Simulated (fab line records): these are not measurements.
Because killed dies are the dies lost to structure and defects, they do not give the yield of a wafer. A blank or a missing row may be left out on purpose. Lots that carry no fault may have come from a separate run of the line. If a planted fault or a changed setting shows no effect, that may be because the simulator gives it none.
Matching of chambers / flow n5_finfet / cvd_co-01 running N5_BEOL_M4_PRE_CLEAN_60: 3 sister chambers
The step time 15 s. 27 wafers are shown with their chamber, then 12 later ones without.

WAFERS PAIRED WITH THEIR CHAMBERS
wafer=L078.1; chamber=1; heater_power_outer_w (W)=26; heater_power_w (W)=94
wafer=L078.2; chamber=0; heater_power_outer_w (W)=43; heater_power_w (W)=116
wafer=L078.6; chamber=0; heater_power_outer_w (W)=41; heater_power_w (W)=118
wafer=L077.2; chamber=2; heater_power_outer_w (W)=31; heater_power_w (W)=94
wafer=L077.3; chamber=0; heater_power_outer_w (W)=41; heater_power_w (W)=119
wafer=L077.4; chamber=2; heater_power_outer_w (W)=31; heater_power_w (W)=96
wafer=L080.1; chamber=0; heater_power_outer_w (W)=44; heater_power_w (W)=117
wafer=L080.2; chamber=1; heater_power_outer_w (W)=27; heater_power_w (W)=96
wafer=L080.6; chamber=1; heater_power_outer_w (W)=27; heater_power_w (W)=92
wafer=L081.2; chamber=2; heater_power_outer_w (W)=31; heater_power_w (W)=96
wafer=L081.3; chamber=0; heater_power_outer_w (W)=42; heater_power_w (W)=118
wafer=L081.5; chamber=2; heater_power_outer_w (W)=31; heater_power_w (W)=96
wafer=L079.3; chamber=2; heater_power_outer_w (W)=31; heater_power_w (W)=93
wafer=L079.4; chamber=0; heater_power_outer_w (W)=42; heater_power_w (W)=117
wafer=L079.6; chamber=2; heater_power_outer_w (W)=31; heater_power_w (W)=94
wafer=L085.1; chamber=2; heater_power_outer_w (W)=31; heater_power_w (W)=93
wafer=L085.2; chamber=1; heater_power_outer_w (W)=27; heater_power_w (W)=95
wafer=L085.6; chamber=2; heater_power_outer_w (W)=31; heater_power_w (W)=96
wafer=L088.2; chamber=2; heater_power_outer_w (W)=32; heater_power_w (W)=93
wafer=L088.3; chamber=0; heater_power_outer_w (W)=44; heater_power_w (W)=119
wafer=L088.6; chamber=2; heater_power_outer_w (W)=32; heater_power_w (W)=96
wafer=L092.1; chamber=0; heater_power_outer_w (W)=43; heater_power_w (W)=121
wafer=L092.4; chamber=0; heater_power_outer_w (W)=43; heater_power_w (W)=117
wafer=L092.5; chamber=1; heater_power_outer_w (W)=27; heater_power_w (W)=92
wafer=L089.3; chamber=1; heater_power_outer_w (W)=27; heater_power_w (W)=92
wafer=L089.4; chamber=1; heater_power_outer_w (W)=27; heater_power_w (W)=95
wafer=L089.6; chamber=0; heater_power_outer_w (W)=43; heater_power_w (W)=119

SIGNATURES, as means of the wafers listed above
reading=heater_power_outer_w; chamber 0=42.60; chamber 1=26.86; chamber 2=31.20; scatter within a chamber=0.732
reading=heater_power_w; chamber 0=118.10; chamber 1=93.71; chamber 2=94.70; scatter within a chamber=1.51
Rule: a wafer lies at a distance from a chamber equal to the root of the sum of squares, over the readings, of (its reading less the chamber's mean, divided by the reading's scatter). The wafer belongs to the nearest chamber; if the next one is less than 2 further off, it can't be placed. The scatter is the square root of a quotient: the sum, over the shown wafers, of each reading's squared deviation from its chamber's mean, divided by wafers minus chambers.

WAFERS WHOSE CHAMBER IS MISSING
wafer=L087.1; heater_power_outer_w (W)=27; heater_power_w (W)=97
wafer=L087.3; heater_power_outer_w (W)=43; heater_power_w (W)=120
wafer=L087.5; heater_power_outer_w (W)=42; heater_power_w (W)=117
wafer=L090.1; heater_power_outer_w (W)=32; heater_power_w (W)=94
wafer=L090.4; heater_power_outer_w (W)=27; heater_power_w (W)=93
wafer=L090.6; heater_power_outer_w (W)=43; heater_power_w (W)=115
wafer=L093.1; heater_power_outer_w (W)=43; heater_power_w (W)=119
wafer=L093.4; heater_power_outer_w (W)=42; heater_power_w (W)=122
wafer=L093.5; heater_power_outer_w (W)=28; heater_power_w (W)=94
wafer=L097.1; heater_power_outer_w (W)=30; heater_power_w (W)=94
wafer=L097.2; heater_power_outer_w (W)=43; heater_power_w (W)=118
wafer=L097.5; heater_power_outer_w (W)=31; heater_power_w (W)=97

WHICH CHAMBER EACH WENT THROUGH
wafer=L087.1; from the rows above=1; in truth=1
wafer=L087.3; from the rows above=0; in truth=0
wafer=L087.5; from the rows above=0; in truth=0
wafer=L090.1; from the rows above=2; in truth=2
wafer=L090.4; from the rows above=1; in truth=1
wafer=L090.6; from the rows above=0; in truth=0
wafer=L093.1; from the rows above=0; in truth=0
wafer=L093.4; from the rows above=0; in truth=0
wafer=L093.5; from the rows above=1; in truth=1
wafer=L097.1; from the rows above=2; in truth=2
wafer=L097.2; from the rows above=0; in truth=0
wafer=L097.5; from the rows above=2; in truth=2
12 of 12 placed correctly. Can't be placed from these rows: 0. Number placed wrongly: 0.
